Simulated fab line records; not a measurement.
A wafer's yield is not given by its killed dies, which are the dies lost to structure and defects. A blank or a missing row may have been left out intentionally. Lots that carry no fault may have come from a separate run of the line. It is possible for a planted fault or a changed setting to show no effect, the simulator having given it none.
fab line records | flow n5Finfet
[record] lots = 7 | wafers = 39
route steps=1938 shown MOL_CONTACT_COAG@523
startH: the number of hours between the record's first day and the start of the first shown wafer of the lot | waitH: time in hours since the lot's previous step | " the same as in the row above | L1.1+2: a single row standing in for several wafers | - no value, or no start given | * or withheld: withheld | < > ~ a bound
route shown NAME@n: NAME is a module with steps in the file, n the number in the route of the first one | usual: mean/standard deviation taken from wafers without a fault | same: alike in all rows | chamber/n: place in a boat | sites: each site's reading | _std_site: the values' standard deviation | _edge_site: inner sites' mean taken away from outer sites' mean | radiusMm: for every site, how far away it sits from the centre of the wafer | mask NAME#n: copy n | behind: the tool/chamber that last shaped the wafer | hold: why the lot went on hold/how many hours it stayed there/how the hold came to an end | device: which transistor (n, p or np) failed to switch | end of line: at the end of the route, the tests of the same wafers | a step given without rows: its recipe and nothing more | killed: dies that structure and defects cost at the first sort, which is not the same as the wafer's yield | map: dies across one wafer; x = killed, . = not, _ = none there
set.NAME: the setting as run; set.NAME@STEP: as run at that earlier step | model.NAME: the simulator's own value behind a step, which no gauge read
one table per step and one row per wafer, for lots whose settings were changed on purpose
[[steps]]
[step N5_MOL_CONTACT_COAG_EXPOSE_05]
[recipe] maskId = CA | na = 0.33 | sourceShape = annular | sigmaInner = 0.4 | sigmaOuter = 0.8 | polarization = unpolarized | defocusNm = 0 | doseMj = 38.25
lot.wafer        | tool          | chamber | startH | waitH | mask | set.doseMj
L074.1+2+3       | euvScanner-02 | 0       | 85.99  | -     | CA#0 | 38.25
L075.1+2+3+4+5+6 | euvScanner-02 | 0       | 99.57  | -     | CA#0 | 38.25
L084.1+3+6       | euvScanner-01 | 0       | 149.02 | -     | CA#0 | 38.25
L084.2+4+5       | "             | 0       | "      | "     | CA#0 | 40.33
L087.1+4+6       | euvScanner-01 | 0       | 166.41 | -     | CA#0 | 38.25
L087.2+3+5       | "             | 0       | "      | "     | CA#0 | 39.24
L088.1+2+3       | euvScanner-01 | 0       | 172.37 | -     | CA#0 | 38.25
L088.4+5+6       | "             | 0       | "      | "     | CA#0 | 37.41
L090.1+2+5       | euvScanner-01 | 0       | 181.82 | -     | CA#0 | 39.71
L090.3+4+6       | "             | 0       | "      | "     | CA#0 | 38.25
L096.1+2+3+4+5+6 | euvScanner-02 | 0       | 221.28 | -     | CA#0 | 38.25
[step N5_MOL_CONTACT_COAG_PEB_06]
[recipe] pebTempC = 100 | pebTimeS = 60 | resist = CAR-EUV
[step N5_MOL_CONTACT_COAG_DEVELOP_07]
[recipe] developTimeS = 30 | developer = TMAH | resist = CAR-EUV | rinseLiquid = surfactantRinse | dry = airSpin | devTempC = 23
[step N5_MOL_CONTACT_COAG_DESCUM_13]
[recipe] chemistry = O2 | timeS = 7 | sourcePowerW = 50 | biasPowerW = 20 | pressureMtorr = 20 | rfFrequencyHz = 2.712e+07 | tempC = 40 | resist = CAR-EUV | o2FlowSccm = 225
[step N5_MOL_CONTACT_COAG_ETCH_59]
[recipe] chemistry = N2/H2 | target = underlayer | targetDepthA = 130 | maskMaterial = CAR-EUV | timeS = 10.4 | ionEnergyEv = 200 | pressureMtorr = 30 | sourceW = 840 | biasW = 150 | n2FlowSccm = 200 | h2FlowSccm = 200 | ends = cleared
lot.wafer    | tool       | chamber | startH | waitH | set.doseMj@MOL_CONTACT_COAG_EXPOSE_05 | model.MOL_CONTACT_COAG.cdOffsetNm
L074.1+2+3   | rieDiel-03 | 3,0,1   | 86.28  | 0.0   | 38.25                                 | -0.2
L075.1+6     | rieDiel-01 | 3,0     | 99.86  | 0.0   | 38.25                                 | 0.4
L075.2+3+4+5 | "          | 0,2,3,2 | "      | "     | 38.25                                 | 0.2
L084.1       | rieDiel-01 | 2       | 149.31 | 0.0   | 38.25                                 | 0
L084.2+4     | "          | 3,1     | "      | "     | 40.33                                 | 1.6
L084.3       | "          | 0       | "      | "     | 38.25                                 | 0.4
L084.5       | "          | 1       | "      | "     | 40.33                                 | 1.2
L084.6       | "          | 0       | "      | "     | 38.25                                 | 0.2
L087.1       | rieDiel-03 | 2       | 166.79 | 0.0   | 38.25                                 | 0.4
L087.2+3     | "          | 0,1     | "      | "     | 39.24                                 | 0.8
L087.4+6     | "          | 3,0     | "      | "     | 38.25                                 | 0.2
L087.5       | "          | 3       | "      | "     | 39.24                                 | 0.6
L088.1       | rieDiel-04 | 1       | 173.22 | 0.0   | 38.25                                 | 0.2
L088.2+3     | "          | 0,2     | "      | "     | 38.25                                 | 0
L088.4       | "          | 3       | "      | "     | 37.41                                 | -0.6
L088.5+6     | "          | 3,2     | "      | "     | 37.41                                 | -0.4
L090.1       | rieDiel-01 | 1       | 182.12 | 0.0   | 39.71                                 | 1.2
L090.2+5     | "          | 2,0     | "      | "     | 39.71                                 | 1
L090.3+6     | "          | 0,1     | "      | "     | 38.25                                 | 0.2
L090.4       | "          | 3       | "      | "     | 38.25                                 | 0.4
L096.1+2+3+6 | rieDiel-04 | 3,0,1,2 | 221.57 | 0.0   | 38.25                                 | 0.2
L096.4       | "          | 2       | "      | "     | 38.25                                 | 0.4
L096.5       | "          | 3       | "      | "     | 38.25                                 | 0
[step N5_MOL_CONTACT_COAG_ETCH_105]
[recipe] chemistry = CF4 | target = SiARC | targetDepthA = 156 | maskMaterial = CAR-EUV | timeS = 26 | ionEnergyEv = 80 | pressureMtorr = 40 | sourceW = 545 | biasW = 36 | Ar_flow_sccm = 100 | cf4FlowSccm = 100 | ends = cleared
lot.wafer    | tool       | chamber | startH | waitH | set.doseMj@MOL_CONTACT_COAG_EXPOSE_05 | model.MOL_CONTACT_COAG.cdOffsetNm
L074.1       | rieDiel-03 | 3       | 86.30  | 0.0   | 38.25                                 | -0.4
L074.2+3     | "          | 0,1     | "      | "     | 38.25                                 | 0
L075.1+6     | rieDiel-01 | 3,0     | 99.88  | 0.0   | 38.25                                 | 0.4
L075.2+3+4+5 | "          | 0,2,3,2 | "      | "     | 38.25                                 | 0.2
L084.1       | rieDiel-01 | 2       | 149.33 | 0.0   | 38.25                                 | 0
L084.2+4     | "          | 3,1     | "      | "     | 40.33                                 | 1.6
L084.3       | "          | 0       | "      | "     | 38.25                                 | 0.4
L084.5       | "          | 1       | "      | "     | 40.33                                 | 1.2
L084.6       | "          | 0       | "      | "     | 38.25                                 | 0.2
L087.1+6     | rieDiel-03 | 2,0     | 166.81 | 0.0   | 38.25                                 | 0.2
L087.2+3     | "          | 0,1     | "      | "     | 39.24                                 | 0.8
L087.4       | "          | 3       | "      | "     | 38.25                                 | 0
L087.5       | "          | 3       | "      | "     | 39.24                                 | 0.6
L088.1+2+3   | rieDiel-04 | 1,0,2   | 173.24 | 0.0   | 38.25                                 | 0
L088.4+5     | "          | 3       | "      | "     | 37.41                                 | -0.4
L088.6       | "          | 2       | "      | "     | 37.41                                 | -0.2
L090.1+5     | rieDiel-01 | 1,0     | 182.14 | 0.0   | 39.71                                 | 1.2
L090.2       | "          | 2       | "      | "     | 39.71                                 | 1
L090.3+4+6   | "          | 0,3,1   | "      | "     | 38.25                                 | 0.4
L096.1+6     | rieDiel-04 | 3,2     | 221.58 | 0.0   | 38.25                                 | 0.4
L096.2+5     | "          | 0,3     | "      | "     | 38.25                                 | 0.2
L096.3       | "          | 1       | "      | "     | 38.25                                 | 0
L096.4       | "          | 2       | "      | "     | 38.25                                 | 0.6
[step N5_MOL_CONTACT_COAG_ETCH_106]
[recipe] chemistry = N2/H2 | target = SOC | targetDepthA = 800 | overetchA = 160 | maskMaterial = SiARC | tempC = 40 | timeS = 120 | ionEnergyEv = 200 | pressureMtorr = 30 | sourceW = 840 | biasW = 150 | n2FlowSccm = 200 | h2FlowSccm = 200
[usual] rfVppV = 523.5/2.4
lot.wafer | tool       | chamber | startH | waitH | set.sourceW | rfVppV
L074.1    | rieDiel-03 | 3       | 86.33  | 0.0   | 840         | 526.4
L074.2    | "          | 0       | "      | "     | 840         | 526.3
L074.3    | "          | 1       | "      | "     | 840         | 525.2
L075.1    | rieDiel-01 | 3       | 99.91  | 0.0   | 747         | 544.2
L075.2    | "          | 0       | "      | "     | 840         | 526.0
L075.3    | "          | 2       | "      | "     | 747         | 540.9
L075.4    | "          | 3       | "      | "     | 747         | 544.1
L075.5    | "          | 2       | "      | "     | 840         | 521.0
L075.6    | "          | 0       | "      | "     | 840         | 524.9
L084.1    | rieDiel-01 | 2       | 149.36 | 0.0   | 888.5       | 511.3
L084.2    | "          | 3       | "      | "     | 840         | 524.5
L084.3    | "          | 0       | "      | "     | 840         | 526.9
L084.4    | "          | 1       | "      | "     | 888.5       | 510.1
L084.5    | "          | 1       | "      | "     | 840         | 520.1
L084.6    | "          | 0       | "      | "     | 888.5       | 515.4
L087.1    | rieDiel-03 | 2       | 166.84 | 0.0   | 943.5       | 509.3
L087.2    | "          | 0       | "      | "     | 943.5       | 506.2
L087.3    | "          | 1       | "      | "     | 840         | 526.0
L087.4    | "          | 3       | "      | "     | 943.5       | 504.8
L087.5    | "          | 3       | "      | "     | 840         | 523.8
L087.6    | "          | 0       | "      | "     | 840         | 525.4
L088.1    | rieDiel-04 | 1       | 173.27 | 0.0   | 840         | 520.9
L088.2    | "          | 0       | "      | "     | 840         | 521.9
L088.3    | "          | 2       | "      | "     | 889.8       | 514.5
L088.4    | "          | 3       | "      | "     | 840         | 525.3
L088.5    | "          | 3       | "      | "     | 889.8       | 515.1
L088.6    | "          | 2       | "      | "     | 889.8       | 513.5
L090.1    | rieDiel-01 | 1       | 182.17 | 0.0   | 840         | 520.7
L090.2    | "          | 2       | "      | "     | 840         | 520.6
L090.3    | "          | 0       | "      | "     | 840         | 525.0
L090.4    | "          | 3       | "      | "     | 840         | 521.9
L090.5    | "          | 0       | "      | "     | 840         | 526.5
L090.6    | "          | 1       | "      | "     | 840         | 520.3
L096.1    | rieDiel-04 | 3       | 221.61 | 0.0   | 741.2       | 544.9
L096.2    | "          | 0       | "      | "     | 840         | 521.6
L096.3    | "          | 1       | "      | "     | 840         | 520.3
L096.4    | "          | 2       | "      | "     | 840         | 520.3
L096.5    | "          | 3       | "      | "     | 741.2       | 545.1
L096.6    | "          | 2       | "      | "     | 741.2       | 545.0
[[key]]
[split] step = N5_MOL_CONTACT_COAG_EXPOSE_05 | setting = doseMj | stated = 38.25 | by = wafer
[response] step = N5_MOL_CONTACT_COAG_ETCH_59 | reading = model.MOL_CONTACT_COAG.cdOffsetNm | change = +0.221 | per = 1% | r = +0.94
[response] step = N5_MOL_CONTACT_COAG_ETCH_105 | reading = model.MOL_CONTACT_COAG.cdOffsetNm | change = +0.215 | per = 1% | r = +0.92
[split] step = N5_MOL_CONTACT_COAG_ETCH_106 | setting = sourceW | stated = 840 | by = wafer
[response] step = N5_MOL_CONTACT_COAG_ETCH_106 | reading = rfVppV | change = -1.74 | per = 1% | r = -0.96
